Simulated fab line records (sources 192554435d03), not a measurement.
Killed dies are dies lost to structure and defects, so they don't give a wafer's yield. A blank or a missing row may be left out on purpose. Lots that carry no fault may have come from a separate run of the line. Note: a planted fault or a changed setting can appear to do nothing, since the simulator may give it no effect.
Commonality check across tools | flow n5_finfet | 33 wafers sampled across 11 lots

## REASON IT WAS OPENED
At N5_BEOL_M12_CD_MEAS_10 the reading cd_nm is flagged on 2 of 11 lots. Wafers without a fault read 141.3 nm, standard deviation 2.6.
Rule: a lot is flagged in two cases, either no wafer of it has a number, or all its wafers with numbers fall more than 4 standard deviations from that mean. As for the other lots, they are considered sound.

lot  | measured     | on        | cd_nm (nm), wafer by wafer | flag
L939 | day 10 02:08 | cd_sem-02 | 144.1 142.1 139.8          |
L941 | day 10 12:51 | cd_sem-01 | 139.1 138.9 141.5          |
L940 | day 10 18:54 | cd_sem-03 | 143.1 144.0 145.9          |
L942 | day 11 01:40 | cd_sem-01 | 142.0 141.8 144.0          |
L944 | day 11 20:04 | cd_sem-01 | 139.1 143.9 140.2          |
L953 | day 13 17:31 | cd_sem-01 | 127.8 125.3 125.9          | FLAGGED
L954 | day 14 04:31 | cd_sem-03 | 122.6 125.8 123.2          | FLAGGED
L959 | day 16 05:40 | cd_sem-02 | 138.4 142.0 138.7          |
L960 | day 16 10:31 | cd_sem-01 | 136.3 140.4 140.2          |
L961 | day 16 10:52 | cd_sem-02 | 145.1 137.5 139.0          |
L962 | day 16 17:30 | cd_sem-02 | 139.5 138.0 143.1          |
On average the flagged lots' numbers are 125.1 nm, which is -16.2 nm against the usual, or -6 standard deviations.

## LOT BY LOT: THE TOOL USED
3 process steps preceding the reading are held in the record, out of 1938 steps in the route. Each cell gives the tool, then ch followed by the chambers the sampled wafers passed through, then the start.
lot  | flag    | N5_BEOL_M11_CURE_72           | N5_BEOL_M11_ANNEAL_51            | N5_BEOL_M12_PEB_08
L939 |         | uv_cure-02 ch 0, day 9 23:35  | rtp_anneal-02 ch 0, day 10 00:50 | litho_track-02 ch 0, day 10 02:01
L941 |         | uv_cure-02 ch 0, day 10 09:53 | rtp_anneal-01 ch 0, day 10 11:37 | litho_track-05 ch 0, day 10 12:44
L940 |         | uv_cure-03 ch 0, day 10 15:40 | rtp_anneal-01 ch 0, day 10 17:35 | litho_track-01 ch 0, day 10 18:47
L942 |         | uv_cure-01 ch 1, day 10 22:39 | rtp_anneal-01 ch 0, day 11 00:13 | litho_track-05 ch 0, day 11 01:33
L944 |         | uv_cure-02 ch 0, day 11 16:26 | rtp_anneal-01 ch 0, day 11 18:34 | litho_track-05 ch 0, day 11 19:56
L953 | FLAGGED | uv_cure-03 ch 1, day 13 14:59 | rtp_anneal-02 ch 0, day 13 16:09 | litho_track-01 ch 0, day 13 17:23
L954 | FLAGGED | uv_cure-02 ch 2, day 14 01:17 | rtp_anneal-02 ch 0, day 14 03:08 | litho_track-01 ch 0, day 14 04:24
L959 |         | uv_cure-02 ch 1, day 16 02:52 | rtp_anneal-01 ch 0, day 16 04:19 | litho_track-02 ch 0, day 16 05:33
L960 |         | uv_cure-01 ch 1, day 16 06:34 | rtp_anneal-01 ch 0, day 16 09:16 | litho_track-05 ch 0, day 16 10:25
L961 |         | uv_cure-03 ch 2, day 16 06:49 | rtp_anneal-02 ch 0, day 16 09:34 | litho_track-02 ch 0, day 16 10:44
L962 |         | uv_cure-01 ch 2, day 16 14:20 | rtp_anneal-02 ch 0, day 16 16:11 | litho_track-01 ch 0, day 16 17:23
What these steps do:
- N5_BEOL_M11_CURE_72: cures SiCOH lowk, time 120 s.
- N5_BEOL_M11_ANNEAL_51: time 90 s.
- N5_BEOL_M12_PEB_08: peb time 90 s.
- N5_BEOL_M12_CD_MEAS_10: target cd 140 nm.

## FLAGGED AGAINST TOTAL, ONE TOOL AT A TIME (gauges that did the reading follow at the end)
step                   | tool           | lots run | flagged | share of the flagged lots | sound lots run after its first flagged lot
N5_BEOL_M11_CURE_72    | uv_cure-01     | 3        | 0       | none                      | -
N5_BEOL_M11_CURE_72    | uv_cure-02     | 5        | 1       | some                      | 1 (L959)
N5_BEOL_M11_CURE_72    | uv_cure-03     | 3        | 1       | some                      | 1 (L961)
N5_BEOL_M11_ANNEAL_51  | rtp_anneal-01  | 6        | 0       | none                      | -
N5_BEOL_M11_ANNEAL_51  | rtp_anneal-02  | 5        | 2       | all                       | 2 (L961,L962)
N5_BEOL_M12_PEB_08     | litho_track-01 | 4        | 2       | all                       | 1 (L962)
N5_BEOL_M12_PEB_08     | litho_track-02 | 3        | 0       | none                      | -
N5_BEOL_M12_PEB_08     | litho_track-05 | 4        | 0       | none                      | -
N5_BEOL_M12_CD_MEAS_10 | cd_sem-01      | 5        | 1       | some                      | 1 (L960)
N5_BEOL_M12_CD_MEAS_10 | cd_sem-02      | 4        | 0       | none                      | -
N5_BEOL_M12_CD_MEAS_10 | cd_sem-03      | 2        | 1       | some                      | 0

## WHAT THE TABLE PERMITS
Table rows that saw every flagged lot: 2, namely rtp_anneal-02 at N5_BEOL_M11_ANNEAL_51 and litho_track-01 at N5_BEOL_M12_PEB_08.
- rtp_anneal-02 at N5_BEOL_M11_ANNEAL_51: 2 of its 5 lots flagged. Sound lots ran on it after the first flagged one (L961, L962), which a lasting fault on the whole tool wouldn't allow.
- litho_track-01 at N5_BEOL_M12_PEB_08: 2 of its 4 lots flagged. Sound lots ran on it after the first flagged one (L962), which a lasting fault on the whole tool wouldn't allow. Its own readings lie more than 4 standard deviations out on every wafer of the flagged lots: heater_power_total_W, plate_temp_C.
No row of the table ran every flagged lot and no sound lot after the first.

## WHAT HAD BEEN PUT IN BY THE SIMULATOR
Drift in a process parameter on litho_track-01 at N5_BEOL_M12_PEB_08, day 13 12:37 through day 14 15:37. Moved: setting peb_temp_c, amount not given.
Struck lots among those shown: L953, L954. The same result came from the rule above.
